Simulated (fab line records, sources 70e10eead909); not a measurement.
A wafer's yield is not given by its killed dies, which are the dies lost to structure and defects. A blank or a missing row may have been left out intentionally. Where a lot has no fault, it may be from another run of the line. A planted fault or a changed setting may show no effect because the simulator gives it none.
Chamber matching | flow nand-harc | cmp-03 running NHARC_P_M0_CMP_23: 4 sister chambers
The step polishes, t overpolish 20 s, target thk 117.54 nm. 14 wafers are shown with their chamber, then 7 later ones without.

== EACH WAFER AND ITS CHAMBER ==
wafer  | chamber | motor-current-A (A) | edge-zone-pressure-frac | slurry-flow-ml-min
L074.1 | 1       | 11.9                | 1.000                   | 149.8
L074.2 | 0       | 13.5                | 1.008                   | 150.3
L074.5 | 2       | 12.2                | 0.999                   | 149.8
L077.3 | 3       | 10.3                | 0.991                   | 149.9
L077.4 | 2       | 12.2                | 0.996                   | 150.3
L077.5 | 1       | 11.9                | 1.000                   | 150.0
L079.1 | 2       | 11.7                | 1.000                   | 150.0
L079.4 | 1       | 12.5                | 0.992                   | 150.5
L079.6 | 2       | 12.0                | 1.000                   | 150.0
L083.3 | 3       | 12.0                | 1.013                   | 150.3
L083.4 | 1       | 11.6                | 1.002                   | 150.2
L083.5 | 0       | 13.4                | 1.008                   | 149.4
L089.1 | 2       | 11.8                | 1.006                   | 149.5
L089.2 | 0       | 13.6                | 1.005                   | 149.7

SIGNATURES (means of the wafers above)
reading                 | chamber 0 | chamber 1 | chamber 2 | chamber 3 | scatter within a chamber
motor-current-A         | 13.500    | 11.975    | 11.980    | 11.150    | 0.458
edge-zone-pressure-frac | 1.00700   | 0.99850   | 1.00020   | 1.00200   | 0.006
slurry-flow-ml-min      | 149.800   | 150.125   | 149.920   | 150.100   | 0.334
Rule: a wafer lies at a distance from a chamber equal to the root of the sum of squares, over the readings, of (its reading less the chamber's mean, divided by the reading's scatter). The wafer belongs to the nearest chamber; if the next one is less than 2 further off, it can't be placed. The scatter is the square root of a quotient: the sum, over the shown wafers, of each reading's squared deviation from its chamber's mean, divided by wafers minus chambers.

== WAFERS WITHOUT THEIR CHAMBER ==
wafer  | motor-current-A (A) | edge-zone-pressure-frac | slurry-flow-ml-min
L089.3 | 10.6                | 1.002                   | 149.5
L096.3 | 10.6                | 1.005                   | 149.4
L096.5 | 11.8                | 1.001                   | 149.8
L096.6 | 12.2                | 1.001                   | 149.7
L097.1 | 11.3                | 0.997                   | 150.5
L097.3 | 12.2                | 1.003                   | 149.8
L097.6 | 11.6                | 0.996                   | 150.4

== WHICH CHAMBER EACH WENT THROUGH ==
wafer  | from the rows above          | in truth
L089.3 | can't be placed: 3 or 2 or 1 | 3
L096.3 | can't be placed: 3 or 2 or 1 | 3
L096.5 | can't be placed: 2 or 1 or 3 | 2
L096.6 | can't be placed: 2 or 1 or 3 | 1
L097.1 | can't be placed: 3 or 1 or 2 | 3
L097.3 | can't be placed: 2 or 1 or 3 | 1
L097.6 | can't be placed: 1 or 3 or 2 | 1
Correctly placed: 0 of 7. From these rows, 7 cannot be placed; in 7 the true chamber is one of the candidates. 0 placed wrongly.
